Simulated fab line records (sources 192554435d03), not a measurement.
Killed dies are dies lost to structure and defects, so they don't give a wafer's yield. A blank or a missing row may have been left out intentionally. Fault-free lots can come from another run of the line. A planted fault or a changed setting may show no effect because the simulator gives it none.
fab line records	flow n5-finfet
[record] lots = 6	wafers = 17	last-day = 18
route steps=1938 shown BEOL_M1@812 BEOL_M2@841 PASSIVATION@1936
lots that met no fault: from a run of the same line without faults
start-h: the number of hours between the record's first day and the start of the first shown wafer of the lot	wait-h: time in hours since the lot's previous step	" same as the row above	L1.1+2: several wafers, shown together as one row	- no value, or no start given	* or withheld: withheld	< > ~ a bound
route shown NAME@n: a module of which the file shows steps, and the number in the route of the first	usual: the fault-free wafers' mean and standard deviation	same: alike in all rows	chamber/n: place in a boat	sites: the reading at each site	_std_site: standard deviation across them	_edge_site: inner sites' mean taken away from outer sites' mean	radius-mm: for every site, how far away it sits from the centre of the wafer	mask NAME#n: copy n	behind: the last tool/chamber to shape the wafer	hold: reason for holding the lot/hours on hold/outcome of the hold	device: which transistor (n, p or np) failed to switch	end of line: tests run on the same wafers once the route is complete	a step given without rows: its recipe and nothing more	killed: dies that structure and defects cost at the first sort, which is not the same as the wafer's yield	map: per-die view of a wafer (x killed, . not killed, _ where there is no die)
set.NAME: the setting the step ran with; set.NAME@STEP: the setting that earlier step ran with	model.NAME: the simulator's own value behind a step, which no gauge read
a table for each step, a row for each wafer; lots at some steps of the route
services: when a tool's chamber went out of use (start-h, in hours from the record's first day, below 0 if earlier), for how many hours, and the reason
[[steps]]
[step N5_BEOL_M1_SURFACE_TREAT_85]
[recipe] gas = Ar	time-s = *	ion-energy-ev = *	ion-current-ma-cm2 = 0.5	pressure-mtorr = *	ar-flow-sccm = 30
[step N5_BEOL_M1_CVD_47]
[recipe] material = Co	target-thk-a = 30	temp-c = withheld	precursor = CCTBA/H2	pressure-torr = 30	time-s = 223.8
[step N5_BEOL_M1_SPUTTER_48]
[recipe] material = Cu	target-thk-a = 45	temp-c = -20	chamber-pressure-pa = 0.07	power-w = withheld	time-s = 8.29
[step N5_BEOL_M1_ANNEAL_49]
[recipe] temp-c = 400	time-s = 240	ambient = vacuum
[step N5_BEOL_M1_SPUTTER_79]
[recipe] material = Cu	target-thk-a = 45	temp-c = -20	chamber-pressure-pa = 0.07	power-w = withheld	time-s = 8.29
[step N5_BEOL_M1_ANNEAL_80]
[recipe] temp-c = 400	time-s = 240	ambient = vacuum
[usual] heater-power-w = 806/86
lot.wafer	tool	chamber	start-h	wait-h	heater-power-w
L893.2	pvd-sputter-03	-	191.01	0.0	686
L893.3	"	-	"	"	645
L893.5	"	-	"	"	784
L894.4	pvd-sputter-03	-	198.08	0.0	650
L894.5	"	-	"	"	690
L894.6	"	-	"	"	671
L895.1	pvd-sputter-01	-	210.99	0.0	858
L895.2	"	-	"	"	810
L895.5	"	-	"	"	824
L898.1	pvd-sputter-02	-	218.13	0.0	842
L898.3	"	-	"	"	875
L904.2	pvd-sputter-03	-	257.54	0.0	696
L904.3	"	-	"	"	934
L904.5	"	-	"	"	776
L905.2	pvd-sputter-01	-	272.47	0.0	722
L905.3	"	-	"	"	799
L905.5	"	-	"	"	852
[step N5_BEOL_M1_SPUTTER_81]
[recipe] material = Cu	target-thk-a = 45	temp-c = -20	chamber-pressure-pa = 0.07	power-w = withheld	time-s = 8.29
[usual] throttle-valve-pct = 29.8/0.87
lot.wafer	tool	chamber	start-h	wait-h	throttle-valve-pct
L893.2	pvd-sputter-03	-	191.15	0.1	30.7
L893.3	"	-	"	"	29.7
L893.5	"	-	"	"	30.1
L894.4	pvd-sputter-03	-	198.22	0.1	29.5
L894.5	"	-	"	"	30.7
L894.6	"	-	"	"	29.6
L895.1	pvd-sputter-01	-	211.13	0.1	30.2
L895.2	"	-	"	"	31.1
L895.5	"	-	"	"	29.2
L898.1	pvd-sputter-02	-	218.27	0.1	30.9
L898.3	"	-	"	"	30.4
L904.2	pvd-sputter-03	-	257.68	0.1	30.6
L904.3	"	-	"	"	29.4
L904.5	"	-	"	"	30.4
L905.2	pvd-sputter-01	-	272.61	0.1	29.5
L905.3	"	-	"	"	30.7
L905.5	"	-	"	"	30.1
[step N5_BEOL_M1_ANNEAL_82]
[recipe] temp-c = 400	time-s = 240	ambient = vacuum
[step N5_BEOL_M1_SPUTTER_86]
[recipe] material = Cu	target-thk-a = 45	temp-c = -20	chamber-pressure-pa = 0.07	power-w = withheld	time-s = 8.29
[step N5_BEOL_M1_ANNEAL_87]
[recipe] temp-c = 400	time-s = 240	ambient = vacuum
[step N5_BEOL_M1_SPUTTER_88]
[recipe] material = Cu	target-thk-a = 45	temp-c = -20	chamber-pressure-pa = 0.07	power-w = withheld	time-s = 8.29
[step N5_BEOL_M1_ANNEAL_89]
[recipe] temp-c = 400	time-s = 240	ambient = vacuum
[step N5_BEOL_M1_SPUTTER_90]
[recipe] material = Cu	target-thk-a = 45	temp-c = -20	chamber-pressure-pa = 0.07	power-w = withheld	time-s = 8.29
[usual] throttle-valve-pct = 29.8/0.88
lot.wafer	tool	chamber	start-h	wait-h	throttle-valve-pct
L893.2	pvd-sputter-03	-	191.81	0.1	30.9
L893.3	"	-	"	"	29.5
L893.5	"	-	"	"	29.9
L894.4	pvd-sputter-03	-	198.88	0.1	29.4
L894.5	"	-	"	"	30.9
L894.6	"	-	"	"	29.5
L895.1	pvd-sputter-01	-	211.79	0.1	30.3
L895.2	"	-	"	"	30.9
L895.5	"	-	"	"	28.8
L898.1	pvd-sputter-02	-	218.93	0.1	31.0
L898.3	"	-	"	"	30.7
L904.2	pvd-sputter-03	-	258.34	0.1	30.7
L904.3	"	-	"	"	29.3
L904.5	"	-	"	"	30.1
L905.2	pvd-sputter-01	-	273.27	0.1	29.5
L905.3	"	-	"	"	30.5
L905.5	"	-	"	"	30.3
[step N5_BEOL_M1_ANNEAL_91]
[recipe] temp-c = 400	time-s = 240	ambient = vacuum
[step N5_BEOL_M1_SPUTTER_92]
[recipe] material = Cu	target-thk-a = 45	temp-c = -20	chamber-pressure-pa = 0.07	power-w = withheld	time-s = 8.29
[step N5_BEOL_M1_ANNEAL_93]
[recipe] temp-c = 400	time-s = 240	ambient = vacuum
[usual] heater-power-w = 806/87
lot.wafer	tool	chamber	start-h	wait-h	heater-power-w
L893.2	pvd-sputter-03	-	192.11	0.0	692
L893.3	"	-	"	"	646
L893.5	"	-	"	"	772
L894.4	pvd-sputter-03	-	199.18	0.0	638
L894.5	"	-	"	"	699
L894.6	"	-	"	"	652
L895.1	pvd-sputter-01	-	212.09	0.0	864
L895.2	"	-	"	"	815
L895.5	"	-	"	"	815
L898.1	pvd-sputter-02	-	219.23	0.0	835
L898.3	"	-	"	"	845
L904.2	pvd-sputter-03	-	258.64	0.0	687
L904.3	"	-	"	"	929
L904.5	"	-	"	"	765
L905.2	pvd-sputter-01	-	273.57	0.0	733
L905.3	"	-	"	"	804
L905.5	"	-	"	"	866
[step N5_BEOL_M1_SPUTTER_94]
[recipe] material = Cu	target-thk-a = 45	temp-c = -20	chamber-pressure-pa = 0.07	power-w = withheld	time-s = 8.29
[usual] throttle-valve-pct = 29.8/0.88
lot.wafer	tool	chamber	start-h	wait-h	throttle-valve-pct
L893.2	pvd-sputter-03	-	192.25	0.1	30.9
L893.3	"	-	"	"	29.5
L893.5	"	-	"	"	30.2
L894.4	pvd-sputter-03	-	199.32	0.1	29.4
L894.5	"	-	"	"	30.7
L894.6	"	-	"	"	29.5
L895.1	pvd-sputter-01	-	212.23	0.1	29.9
L895.2	"	-	"	"	30.9
L895.5	"	-	"	"	28.9
L898.1	pvd-sputter-02	-	219.37	0.1	30.8
L898.3	"	-	"	"	30.5
L904.2	pvd-sputter-03	-	258.78	0.1	30.8
L904.3	"	-	"	"	29.6
L904.5	"	-	"	"	30.2
L905.2	pvd-sputter-01	-	273.71	0.1	29.5
L905.3	"	-	"	"	30.7
L905.5	"	-	"	"	30.2
[step N5_BEOL_M1_ANNEAL_95]
[recipe] temp-c = 400	time-s = 240	ambient = vacuum
[step N5_BEOL_M1_SPUTTER_96]
[recipe] material = Cu	target-thk-a = 45	temp-c = -20	chamber-pressure-pa = 0.07	power-w = withheld	time-s = 8.29
[step N5_BEOL_M1_ECD_50]
[recipe] material = Cu	target-thk-a = 3000
[step N5_BEOL_M1_ANNEAL_51]
[recipe] temp-c = 225	time-s = 90	ambient = N2
[step N5_BEOL_M1_CMP_52]
[recipe] stop-on = SiOC	t-overpolish-s = 6.8	down-force-psi = 1	platen-rpm = 50	clearing-platen-down-force-psi = 1.5	clearing-platen-rpm = 50	post-cmp-clean = cu-alkaline	target-thk-nm = 40	clearing-platen-pad-velocity-m-s = 0.99484	pad-velocity-m-s = 0.99484
[step N5_BEOL_M1_PRE_CLEAN_60]
[recipe] gas = NH3/H2	time-s = 15	temp-c = *	rf-power-w = 300
[usual] heater-power-w = 77/11
lot.wafer	tool	chamber	start-h	wait-h	heater-power-w
L893.2	cvd-co-01	2	193.29	0.0	89
L893.3	"	0	"	"	70
L893.5	"	1	"	"	67
L894.4	cvd-co-01	1	201.42	0.1	67
L894.5	"	0	"	"	69
L894.6	"	2	"	"	89
L895.1	cvd-co-01	1	213.33	0.0	66
L895.2	"	2	"	"	92
L895.5	"	1	"	"	67
L898.1	cvd-co-02	2	221.76	0.0	62
L898.3	"	0	"	"	79
L904.2	cvd-co-01	0	259.83	0.0	72
L904.3	"	2	"	"	91
L904.5	"	0	"	"	71
L905.2	cvd-co-02	1	274.76	0.0	93
L905.3	"	0	"	"	81
L905.5	"	1	"	"	91
[step N5_BEOL_M1_CO_CAP_55]
[recipe] material = Co	target-thk-a = 20	temp-c = 200	precursor = CCTBA/H2	pressure-torr = 30	time-s = 102.1
[step N5_BEOL_M1_PRE_CLEAN_56]
[recipe] gas = NH3	time-s = 15	temp-c = withheld	rf-power-w = 300
[step N5_BEOL_M1_DEP_57]
[recipe] material = SiCN	target-thk-a = 80	temp-c = withheld	precursor = 3MS/NH3	pressure-torr = 3	rf-w = 202	time-s = 14
[step N5_BEOL_M1_RS_MEAS_58]
[recipe] thk-meas-gauge = four-point-probe	reads = Co_of_BEOL_M1_CO_CAP_55+Cu_of_BEOL_M1_ECD_50+Co_of_BEOL_M1_CVD_47+TaN_of_BEOL_M1_ALD_84
[usual] M1_RS = 0.67/0.045
lot.wafer	tool	chamber	start-h	wait-h	M1_RS[ohm/sq]
L893.2	film-metro-01	-	193.52	0.1	0.72
L893.3	"	-	"	"	0.61
L893.5	"	-	"	"	0.64
L894.4	film-metro-02	-	201.62	0.0	0.66
L894.5	"	-	"	"	0.70
L894.6	"	-	"	"	0.64
L895.1	film-metro-01	-	213.61	0.0	0.65
L895.2	"	-	"	"	0.68
L895.5	"	-	"	"	0.70
L898.1	film-metro-02	-	222.02	0.1	0.71
L898.3	"	-	"	"	0.72
L904.2	film-metro-01	-	260.06	0.1	0.71
L904.3	"	-	"	"	0.70
L904.5	"	-	"	"	0.65
L905.2	film-metro-02	-	274.98	0.1	0.62
L905.3	"	-	"	"	0.65
L905.5	"	-	"	"	0.61
[step N5_BEOL_M2_ILD_DEP_00]
[recipe] material = SiOC	target-thk-a = 790	temp-c = 350	precursor = DEMS/O2	pressure-torr = 5	rf-w = 500	time-s = 15.3
[step N5_BEOL_M2_THK_MEAS_01]
[recipe] reads = SiOC_of_BEOL_M2_ILD_DEP_00
[usual] M2_ILD_THK = 79.0/1.2
lot.wafer	tool	chamber	start-h	wait-h	M2_ILD_THK[nm]
L893.2	film-metro-02	-	193.67	0.1	79.7
L893.3	"	-	"	"	81.4
L893.5	"	-	"	"	80.2
L894.4	film-metro-02	-	201.75	0.0	79.6
L894.5	"	-	"	"	80.4
L894.6	"	-	"	"	79.5
L895.1	film-metro-01	-	213.74	0.0	77.5
L895.2	"	-	"	"	78.2
L895.5	"	-	"	"	78.4
L898.1	film-metro-02	-	222.15	0.0	77.8
L898.3	"	-	"	"	77.1
L904.2	film-metro-01	-	260.19	0.1	79.2
L904.3	"	-	"	"	79.3
L904.5	"	-	"	"	80.1
L905.2	film-metro-01	-	275.11	0.1	79.0
L905.3	"	-	"	"	78.0
L905.5	"	-	"	"	80.2
[step N5_BEOL_M2_PECVD_72]
[recipe] material = SiO2	target-thk-a = 160	temp-c = 400	precursor = TEOS/O2	pressure-torr = 5.5	rf-w = 450	teos-flow-sccm = 53.8	gas = O2	flow-sccm = 3000	time-s = 18
[step N5_BEOL_M2_HM_DEP_02]
[recipe] material = TiN	target-thk-a = 200	temp-c = 25	chamber-pressure-pa = 0.49996
[step N5_BEOL_M2_COAT_61]
[recipe] resist = SOC	temp-c = 250	time-s = 60	spin-rpm = 1500	resist-thk-nm = 60
[step N5_BEOL_M2_COAT_62]
[recipe] resist = SiARC	temp-c = 220	time-s = 60	spin-rpm = 1500	resist-thk-nm = 12
[step N5_BEOL_M2_COAT_73]
[recipe] resist = underlayer	temp-c = 205	time-s = 60	spin-rpm = 1500	resist-thk-nm = 5
[step N5_BEOL_M2_COAT_05]
[recipe] resist = CAR-EUV	spin-rpm = 1500	resist-thk-nm = 30
[step N5_BEOL_M2_EBR_07]
[recipe] solvent = PGMEA	ebr-width-mm = 1.5
[step N5_BEOL_M2_SOFTBAKE_06]
[recipe] temp-c = 110	time-s = 60	resist = CAR-EUV
[step N5_BEOL_M2_EXPOSE_08]
[recipe] mask-id = M2	na = 0.33	source-shape = dipole	sigma-inner = 0.369	sigma-outer = 0.767	polarization = unpolarized	dose-mj = 41.25
[step N5_BEOL_M2_PEB_09]
[recipe] peb-temp-c = 100	peb-time-s = 60	resist = CAR-EUV
[step N5_BEOL_M2_DEVELOP_10]
[recipe] develop-time-s = 30	developer = TMAH	resist = CAR-EUV	rinse-liquid = surfactant-rinse	dry = air-spin	dev-temp-c = 23
[step N5_PASSIVATION_PROBE_49]
[usual] defect-limited-yield = 90.9/1.6	killed_at_M0_to_M3 = 34/10	killed_at_M4_up = 13/5.4	killed-at-contacts = 13/6	killed-at-front-end = 42/13	killed-at-other = 4/3.2	killed-dies = 107/18	killed-open = 69/14	killed-short = 35/7.7	sort_bin_5_function = 5.3/1	sort_bin_6_memory = 3.3/0.75	sort-n-pass = 1073/19	sort-yield-pct = 90.9/1.6
[same] gross-dies = 1180	killed-at-back-side = 0	sort_bin_4_leakage[%] = 0	sort_bin_8_speed[%] = 0
lot.wafer	tool	chamber	start-h	wait-h	defect-limited-yield[%]	killed_at_M0_to_M3	killed_at_M4_up	killed-at-contacts	killed-at-front-end	killed-at-other	killed-dies	killed-open	killed-short	sort_bin_5_function[%]	sort_bin_6_memory[%]	sort-n-pass	sort-yield-pct[%]
L894.4	prober-02	-	342.09	0.2	80.3	166	20	13	32	2	233	63	33	11.0	5.0	947	80.3
L894.5	prober-02	-	342.14	0.2	83.0	155	8	10	26	2	201	51	28	10.7	2.9	979	83.0
L894.6	prober-02	-	342.19	0.3	80.0	166	14	15	28	13	236	56	39	11.3	4.6	944	80.0
L893.2	prober-01	-	342.62	0.1	81.1	152	9	21	35	6	223	58	32	11.8	3.8	957	81.1
L893.3	prober-01	-	342.67	0.1	80.7	161	8	4	52	3	228	48	39	12.2	4.4	952	80.7
L893.5	prober-01	-	342.77	0.2	80.7	164	7	17	36	4	228	60	35	11.2	4.0	952	80.7
L895.1	prober-01	-	353.28	0.0	89.7	40	16	7	53	5	121	63	50	6.0	3.6	1059	89.7
L895.2	prober-01	-	353.33	0.1	87.5	44	14	23	63	3	147	102	37	7.0	5.1	1033	87.5
L895.5	prober-01	-	353.48	0.2	89.4	43	14	13	50	5	125	81	39	5.6	4.7	1055	89.4
L898.1	prober-02	-	357.07	0.0	91.5	30	24	12	27	7	100	64	34	4.7	3.5	1080	91.5
L898.3	prober-02	-	357.17	0.1	90.7	31	29	6	40	4	110	83	24	6.1	2.8	1070	90.7
L904.2	prober-02	-	400.82	0.1	92.4	32	21	12	23	2	90	69	18	5.1	2.5	1090	92.4
L904.3	prober-02	-	400.87	0.1	90.8	26	18	13	50	2	109	73	35	6.0	2.9	1071	90.8
L904.5	prober-02	-	400.97	0.2	92.6	22	15	14	32	4	87	57	29	4.1	2.7	1093	92.6
L905.2	prober-01	-	424.73	0.1	90.8	41	14	16	32	6	109	71	36	5.5	3.5	1071	90.8
L905.3	prober-01	-	424.78	0.1	91.3	45	12	9	34	3	103	70	28	5.3	3.1	1077	91.3
L905.5	prober-01	-	424.88	0.2	90.5	53	7	17	34	1	112	75	31	5.6	3.6	1068	90.5
// killed by level:class
L894.4 BEOL_M1:unspecified=135 BEOL_M4:geometric-particle:open=14 MOL_CONTACT_COAG:geometric-particle:open=11 BEOL_M0_SAQP:geometric-particle:short=9 STI_FIN_REVEAL:geometric-particle:open=8 BEOL_M0_SAQP:geometric-particle:open=7 BEOL_M2:geometric-particle:open=6 GATE_CUT:geometric-particle:short=5
L894.5 BEOL_M1:unspecified=122 BEOL_M1:geometric-particle:open=9 BEOL_M0_SAQP:geometric-particle:open=7 BEOL_M0_SAQP:geometric-particle:short=6 GATE_CUT:geometric-particle:open=5 MOL_CONTACT_COAG:geometric-particle:open=5 MOL_CONTACT_COAG:geometric-particle:short=5 FIN_SAQP:geometric-particle:open=4
L894.6 BEOL_M1:unspecified=132 BEOL_M0_SAQP:geometric-particle:open=12 MOL_CONTACT_COAG:geometric-particle:open=10 HKMG_FIN:area-etch=8 BEOL_M0_SAQP:geometric-particle:short=7 BEOL_M4:geometric-particle:open=7 MIM_BOT:geometric-particle:short=6 MOL_CONTACT_COAG:geometric-particle:short=5
L893.2 BEOL_M1:unspecified=125 MOL_CONTACT_COAG:geometric-particle:open=16 BEOL_M2:geometric-particle:open=7 FIN_SAQP:geometric-particle:short=6 STI_FIN_REVEAL:geometric-particle:open=6 BEOL_M0_SAQP:geometric-particle:open=6 FIN_SAQP:geometric-particle:open=5 BEOL_M1:geometric-particle:open=5
L893.3 BEOL_M1:unspecified=141 FIN_SAQP:geometric-particle:short=13 FIN_SAQP:geometric-particle:open=11 STI_FIN_REVEAL:geometric-particle:open=6 BEOL_M0_SAQP:geometric-particle:short=6 GATE_CUT:geometric-particle:short=5 BEOL_M3:geometric-particle:open=4 DUMMY_GATE:geometric-particle:open=4
L893.5 BEOL_M1:unspecified=131 BEOL_M2:geometric-particle:open=13 MOL_CONTACT_COAG:geometric-particle:open=11 STI_FIN_REVEAL:geometric-particle:open=9 BEOL_M0_SAQP:geometric-particle:short=8 FIN_SAQP:geometric-particle:short=7 MOL_CONTACT_COAG:geometric-particle:short=6 BEOL_M0_SAQP:geometric-particle:open=6
L895.1 BEOL_M0_SAQP:geometric-particle:short=14 BEOL_M4:geometric-particle:open=9 DUMMY_GATE:geometric-particle:open=8 FIN_SAQP:geometric-particle:short=7 BEOL_M3:geometric-particle:open=7 GATE_CUT:geometric-particle:short=6 BEOL_M0_SAQP:geometric-particle:open=6 FIN_SAQP:geometric-particle:open=5
L895.2 MOL_CONTACT_COAG:geometric-particle:open=19 FIN_SAQP:geometric-particle:open=18 STI_FIN_REVEAL:geometric-particle:open=15 BEOL_M1:geometric-particle:open=10 BEOL_M0_SAQP:geometric-particle:short=10 BEOL_M0_SAQP:geometric-particle:open=7 BEOL_M3:geometric-particle:open=7 BEOL_M4:geometric-particle:open=7
L895.5 FIN_SAQP:geometric-particle:open=11 FIN_SAQP:geometric-particle:short=10 MOL_CONTACT_COAG:geometric-particle:open=10 BEOL_M2:geometric-particle:open=9 BEOL_M3:geometric-particle:open=8 BEOL_M0_SAQP:geometric-particle:open=7 BEOL_M1:geometric-particle:open=6 DUMMY_GATE:geometric-particle:open=5
L898.1 BEOL_M3:geometric-particle:open=10 BEOL_M4:geometric-particle:open=9 MOL_CONTACT_COAG:geometric-particle:open=9 STI_FIN_REVEAL:geometric-particle:open=6 ILD0:geometric-particle:open=4 BEOL_M0_SAQP:geometric-particle:open=4 BEOL_M0:geometric-particle:open=4 BEOL_M0:geometric-particle:short=4
L898.3 BEOL_M4:geometric-particle:open=11 FIN_SAQP:geometric-particle:open=10 DUMMY_GATE:geometric-particle:open=9 BEOL_M1:geometric-particle:open=9 BEOL_M0_SAQP:geometric-particle:open=7 STI_FIN_REVEAL:geometric-particle:open=5 BEOL_M3:geometric-particle:open=5 DUMMY_GATE:geometric-particle:short=4
L904.2 MOL_CONTACT_COAG:geometric-particle:open=11 BEOL_M2:geometric-particle:open=9 BEOL_M4:geometric-particle:open=8 STI_FIN_REVEAL:geometric-particle:open=7 BEOL_M1:geometric-particle:open=6 FIN_SAQP:geometric-particle:open=4 BEOL_M3:geometric-particle:open=4 BEOL_M0_SAQP:geometric-particle:open=4
L904.3 STI_FIN_REVEAL:geometric-particle:open=15 BEOL_M4:geometric-particle:open=12 MOL_CONTACT_COAG:geometric-particle:open=8 BEOL_M2:geometric-particle:open=8 FIN_SAQP:geometric-particle:open=5 STI_FIN_REVEAL:geometric-particle:short=5 MOL_CONTACT_COAG:geometric-particle:short=5 BEOL_M3:geometric-particle:open=5
L904.5 MOL_CONTACT_COAG:geometric-particle:open=11 STI_FIN_REVEAL:geometric-particle:open=10 BEOL_M4:geometric-particle:open=7 FIN_SAQP:geometric-particle:open=5 GATE_CUT:geometric-particle:open=5 BEOL_M0_SAQP:geometric-particle:short=5 BEOL_M1:geometric-particle:open=5 BEOL_M0_SAQP:geometric-particle:open=4
L905.2 MOL_CONTACT_COAG:geometric-particle:open=15 BEOL_M0_SAQP:geometric-particle:open=12 BEOL_M4:geometric-particle:open=9 BEOL_M0_SAQP:geometric-particle:short=9 STI_FIN_REVEAL:geometric-particle:open=7 BEOL_M2:geometric-particle:open=7 ILD0:geometric-particle:short=5 PASS1_CAP:geometric-particle:open=4
L905.3 BEOL_M2:geometric-particle:open=14 STI_FIN_REVEAL:geometric-particle:open=9 BEOL_M0_SAQP:geometric-particle:open=9 BEOL_M4:geometric-particle:open=9 BEOL_M0_SAQP:geometric-particle:short=7 MOL_CONTACT_COAG:geometric-particle:open=6 FIN_SAQP:geometric-particle:short=4 BEOL_M0:geometric-particle:open=4
L905.5 BEOL_M0_SAQP:geometric-particle:open=17 BEOL_M2:geometric-particle:open=16 MOL_CONTACT_COAG:geometric-particle:open=12 BEOL_M0_SAQP:geometric-particle:short=10 STI_FIN_REVEAL:geometric-particle:open=8 FIN_SAQP:geometric-particle:short=5 MOL_CONTACT_COAG:geometric-particle:short=5 BEOL_M1:geometric-particle:open=4
// map L893.3 (x killed, . not)
_________________............________________
______________.........x...x...._____________
___________...x...............xx...__________
__________............x...........x._________
________..............x.x............._______
_______.x........xx.......x......x...x.______
______...........x..............x......._____
_____....................................____
____.......x.....x..........xx..x......x..___
___......................x............xxxx.__
___......x.........................x.x.xx.x__
__.x...............x.x.........xxxxxxxxxx..._
__.........................x....x.xxxxxxxxxx_
_.......x......x................xxxxxxxxxxxxx
_...............................xxxxxxxxxxxx.
_.x.............x...x.x.......xxxxxxxxxxxxxxx
_......x...................x..xxxxxxxxxxxxxxx
_.x............x........x.....xx.xxxxxxxxxxxx
_....x...............x.........xxxxxxxxxxxxxx
_.........................xx....xxxxxxxxxx.x.
_........x..........x....x.......xxxxxxxxx.xx
__..................x.....x.......xx..xxxxx._
__.x............x..xx.....x.x......x.xxxxx.._
___..x...........x.............x....x......__
___...............x...x............x....x..__
____............x....................xx...___
_____..............................x.....____
______............x.....x..............._____
_______..x..........x....x.............______
________................x...x........._______
__________......xx..............x..._________
___________...........x.....x......__________
______________.....x............_____________
_________________............________________
// map L894.6 (x killed, . not)
_________________.x.......x..________________
______________...x.......xx....._____________
___________......x....xx.....x.....__________
__________..............x..........._________
________..............x..............._______
_______.........x...x..........x.x.....______
______.xx..................x..........x._____
_____x.....x...x.....................x...____
____.....................x..........x.x...___
___.x..................................x...__
___...............x..........x.......x.x...__
__..x.....x.....x.x.x........x..xx.xxxx..xx._
__...x.....x.....................xxxxxxxxxxx_
_........................x........xxxxxxxxxx.
_.x....x.................x.xx..xxxxxxxxxxxxxx
_....x.....................x.x.xxxxxxxxxxxxxx
_.....x...xx.....x............xxxxxxxxxxxxxxx
_..........x.........x.......x..xxxxxxxxxxxxx
_..................x....x....x.xxxxxxxxxxxxxx
_.........................x.x..xxxxxxxxxxxx.x
_.........x.........x............xx.xxxxx.xx.
__x.....................x......xxxx..xxx...._
__.................................x..x...x._
___.x...........x.........x................__
___x.....x......x.....xx..x................__
____..................x............x......___
_____........................x......x..x.____
______.x........................x.x..xx._____
_______.......x..x.....x.....x..x......______
________.....x...x.....x.............._______
__________..............x..........._________
___________.......x......x...x.x.x.__________
______________.......x.xx......x_____________
_________________.......xx..x________________
[[services]]
tool	chamber	start-h	hours	kind
cvd-co-02	1	191.08	4.8	repair
cvd-co-02	-	199.26	2.8	pm
cvd-co-01	0	207.82	6.1	repair
[[key]]
[first-sign] step = N5_PASSIVATION_PROBE_49	reading = killed_at_M0_to_M3	direction = up	sigmas = 12	usual = 34	struck = 161
[effect] step = N5_PASSIVATION_PROBE_49	reading = defect-limited-yield	direction = down	sigmas = 6.4	usual = 90.9	struck = 80.9
[more-kills-born-at] N5_BEOL_M1_SPUTTER_90@pvd-sputter-03 = 786
met-at N5_BEOL_M1_SPUTTER_90
struck-wafers L893.2,L893.3,L893.5,L894.4,L894.5,L894.6
[fault] kind = chamber-particle-source	tool = pvd-sputter-03	chamber = -	onset-h = 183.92	steps = N5_BEOL_M1_SPUTTER_90	rate-per-visit-cm2 = 1.3773	end-h = 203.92
